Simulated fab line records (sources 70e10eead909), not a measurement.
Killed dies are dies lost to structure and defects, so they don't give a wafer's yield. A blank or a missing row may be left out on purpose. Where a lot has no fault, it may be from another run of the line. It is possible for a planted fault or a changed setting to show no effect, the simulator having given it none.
Chamber matching ; flow nand harc ; NHARC_A_M0_DEP_32 on pecvd-01: 3 sister chambers
The step deposits SiCN, target thk 30 nm. 3 wafers are shown with their chamber, then 12 later ones without.

== EACH WAFER AND ITS CHAMBER ==
wafer;chamber;showerhead vpp V (V)
L085.2;0;1301
L085.5;1;1244
L085.6;2;1286

== WAFERS WITH NO CHAMBER GIVEN ==
wafer;showerhead vpp V (V)
L091.4;1305
L091.5;1259
L091.6;1288
L094.1;1291
L094.3;1287
L094.6;1251
L096.1;1257
L096.2;1273
L096.3;1289
L097.1;1308
L097.3;1293
L097.4;1293

== EACH ONE'S CHAMBER ==
wafer;from the rows above;in truth
L091.4;can't be placed: 0 or 2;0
L091.5;can't be placed: 1 or 2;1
L091.6;can't be placed: 2 or 0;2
L094.1;can't be placed: 2 or 0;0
L094.3;can't be placed: 2 or 0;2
L094.6;1;1
L096.1;can't be placed: 1 or 2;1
L096.2;can't be placed: 2 or 0 or 1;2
L096.3;can't be placed: 2 or 0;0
L097.1;can't be placed: 0 or 2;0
L097.3;can't be placed: 2 or 0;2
L097.4;can't be placed: 2 or 0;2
Correct placement for 1 of the 12. Cannot be placed on the basis of these rows: 11; the candidates contain the true chamber in 11. Placed wrongly: 0.
How it was worked out, from the rows above alone: a wafer's distance from a chamber is the root of the sum, over the readings, of the square of ((its reading less the chamber's mean) divided by the reading's scatter). If the next closest chamber is less than 2 further off than the closest, the wafer can't be placed; otherwise it belongs to the closest. The mean given for a chamber averages the wafers shown for that chamber. The scatter: with one shown wafer a chamber, the root of the mean of the squares of how far each hidden wafer lies from its nearest shown one.
